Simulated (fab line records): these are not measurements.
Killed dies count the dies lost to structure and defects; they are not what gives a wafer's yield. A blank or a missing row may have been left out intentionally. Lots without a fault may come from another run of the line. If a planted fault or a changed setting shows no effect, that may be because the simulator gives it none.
Matching of chambers | flow n5Finfet | N5_BEOL_M14_ETCH_67 on rieDiel-04: 4 sister chambers
The step etches SiARC in CF4, target depth 143 nm, time 238.3 s. 22 wafers are shown with their chamber, then 11 later ones without.

== EACH WAFER AND ITS CHAMBER ==
wafer  | chamber | drypumpMotorCurrentA (A) | showerheadPlenumPTorr (Torr) | throttleValvePct (%)
L076.1 | 0       | 5.3                      | 2.08                         | 15.53
L076.2 | 2       | 6.1                      | 2.14                         | 15.46
L076.3 | 3       | 6.0                      | 2.27                         | 15.58
L076.4 | 2       | 6.1                      | 2.14                         | 15.47
L076.5 | 3       | 6.0                      | 2.27                         | 15.58
L076.6 | 0       | 5.3                      | 2.08                         | 15.51
L075.1 | 2       | 6.1                      | 2.14                         | 15.47
L075.4 | 0       | 5.3                      | 2.08                         | 15.52
L075.5 | 2       | 6.1                      | 2.14                         | 15.46
L081.1 | 2       | 6.1                      | 2.14                         | 15.48
L081.4 | 0       | 5.3                      | 2.08                         | 15.53
L081.5 | 2       | 6.1                      | 2.14                         | 15.48
L079.4 | 0       | 5.3                      | 2.08                         | 15.52
L079.5 | 2       | 6.1                      | 2.14                         | 15.48
L079.6 | 1       | 5.1                      | 2.25                         | 15.29
L083.1 | 0       | 5.3                      | 2.08                         | 15.55
L083.4 | 3       | 6.1                      | 2.26                         | 15.61
L083.6 | 1       | 5.1                      | 2.25                         | 15.31
L088.1 | 3       | 6.1                      | 2.26                         | 15.62
L088.4 | 2       | 6.1                      | 2.13                         | 15.52
L088.6 | 0       | 5.3                      | 2.07                         | 15.58
L090.1 | 1       | 5.1                      | 2.24                         | 15.34

SIGNATURES (averages over the wafers above)
reading               | chamber 0 | chamber 1 | chamber 2 | chamber 3 | scatter within a chamber
drypumpMotorCurrentA  | 5.300     | 5.100     | 6.100     | 6.050     | 0.0236
showerheadPlenumPTorr | 2.0786    | 2.2467    | 2.1387    | 2.2650    | 0.00435
throttleValvePct      | 15.5343   | 15.3133   | 15.4775   | 15.5975   | 0.0217
Rule: a wafer lies at a distance from a chamber equal to the root of the sum of squares, over the readings, of (its reading less the chamber's mean, divided by the reading's scatter). The wafer belongs to the nearest chamber; if the next one is less than 2 further off, it can't be placed. The scatter: take each reading less its chamber's mean, square it, sum over the shown wafers, divide by the number of wafers less the number of chambers, and take the root.

== WAFERS WITHOUT THEIR CHAMBER ==
wafer  | drypumpMotorCurrentA (A) | showerheadPlenumPTorr (Torr) | throttleValvePct (%)
L090.5 | 6.1                      | 2.13                         | 15.52
L090.6 | 5.0                      | 2.24                         | 15.33
L091.2 | 5.3                      | 2.07                         | 15.58
L091.3 | 6.0                      | 2.26                         | 15.64
L091.4 | 6.1                      | 2.13                         | 15.53
L093.2 | 5.3                      | 2.07                         | 15.61
L093.3 | 5.0                      | 2.24                         | 15.35
L093.4 | 6.1                      | 2.26                         | 15.62
L097.1 | 6.0                      | 2.25                         | 15.69
L097.2 | 6.1                      | 2.13                         | 15.55
L097.5 | 5.3                      | 2.07                         | 15.61

== EACH ONE'S CHAMBER ==
wafer  | from the rows above | in truth
L090.5 | 2                   | 2
L090.6 | 1                   | 1
L091.2 | 0                   | 0
L091.3 | 3                   | 3
L091.4 | 2                   | 2
L093.2 | 0                   | 0
L093.3 | 1                   | 1
L093.4 | 3                   | 3
L097.1 | 3                   | 3
L097.2 | 2                   | 2
L097.5 | 0                   | 0
Placed correctly: 11 of 11. Not placeable from these rows: 0. Number placed wrongly: 0.
